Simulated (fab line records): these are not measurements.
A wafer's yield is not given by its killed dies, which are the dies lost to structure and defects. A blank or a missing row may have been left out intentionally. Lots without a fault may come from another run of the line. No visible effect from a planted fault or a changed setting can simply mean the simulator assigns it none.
Chamber matching + flow n5-finfet + rie-diel-02 running N5_SD_EPI_N_ETCH_16: 4 sister chambers
The step etches SiO2 in CHF3/O2, target depth 5 nm. 16 wafers are shown with their chamber, then 8 later ones without.

## WAFERS WITH THEIR CHAMBER
| wafer  | chamber | showerhead-plenum-p-Torr (Torr) | drypump-motor-current-A (A) | throttle-valve-pct (%) |
|--------|---------|---------------------------------|-----------------------------|------------------------|
| L083.1 | 1       | 2.39                            | 5.5                         | 19.19                  |
| L083.2 | 3       | 2.37                            | 5.7                         | 18.96                  |
| L083.5 | 3       | 2.37                            | 5.7                         | 18.94                  |
| L085.3 | 3       | 2.37                            | 5.7                         | 18.97                  |
| L085.5 | 3       | 2.37                            | 5.7                         | 18.95                  |
| L085.6 | 2       | 2.51                            | 5.2                         | 18.60                  |
| L086.1 | 3       | 2.37                            | 5.7                         | 18.96                  |
| L086.2 | 1       | 2.39                            | 5.5                         | 19.18                  |
| L086.4 | 2       | 2.51                            | 5.2                         | 18.60                  |
| L088.1 | 3       | 2.37                            | 5.7                         | 18.97                  |
| L088.2 | 1       | 2.39                            | 5.5                         | 19.22                  |
| L088.4 | 2       | 2.51                            | 5.2                         | 18.61                  |
| L090.1 | 1       | 2.38                            | 5.5                         | 19.23                  |
| L090.2 | 2       | 2.51                            | 5.3                         | 18.60                  |
| L090.4 | 0       | 2.44                            | 6.3                         | 19.10                  |
| L092.3 | 0       | 2.44                            | 6.3                         | 19.10                  |

SIGNATURES (means of the wafers above)
| reading                  | chamber 0 | chamber 1 | chamber 2 | chamber 3 | scatter within a chamber |
|--------------------------|-----------|-----------|-----------|-----------|--------------------------|
| showerhead-plenum-p-Torr | 2.4400    | 2.3875    | 2.5100    | 2.3700    | 0.0025                   |
| drypump-motor-current-A  | 6.300     | 5.500     | 5.225     | 5.700     | 0.025                    |
| throttle-valve-pct       | 19.1000   | 19.2050   | 18.6025   | 18.9583   | 0.0143                   |
Rule: distance of a wafer from a chamber = root of the sum over the readings of ((wafer's reading minus chamber's mean) / reading's scatter) squared. The wafer belongs to the nearest chamber; if the next one is less than 2 further off, it can't be placed. How the scatter is found: for the shown wafers, subtract from each reading the mean of its chamber, square and add these, divide the total by (wafers less chambers), then take the root.

## WAFERS WHOSE CHAMBER IS MISSING
| wafer  | showerhead-plenum-p-Torr (Torr) | drypump-motor-current-A (A) | throttle-valve-pct (%) |
|--------|---------------------------------|-----------------------------|------------------------|
| L092.4 | 2.38                            | 5.5                         | 19.22                  |
| L092.5 | 2.38                            | 5.5                         | 19.23                  |
| L093.1 | 2.37                            | 5.7                         | 18.60                  |
| L093.3 | 2.51                            | 5.2                         | 18.64                  |
| L093.5 | 2.37                            | 5.7                         | 18.62                  |
| L094.1 | 2.51                            | 5.2                         | 18.63                  |
| L094.2 | 2.38                            | 5.4                         | 19.22                  |
| L094.5 | 2.51                            | 5.2                         | 18.62                  |

## WHICH CHAMBER EACH WENT THROUGH
| wafer  | from the rows above | in truth |
|--------|---------------------|----------|
| L092.4 | 1                   | 1        |
| L092.5 | 1                   | 1        |
| L093.1 | 3                   | 3        |
| L093.3 | 2                   | 2        |
| L093.5 | 3                   | 3        |
| L094.1 | 2                   | 2        |
| L094.2 | 1                   | 1        |
| L094.5 | 2                   | 2        |
Correct placement for 8 of the 8. From these rows, 0 cannot be placed. Number placed wrongly: 0.
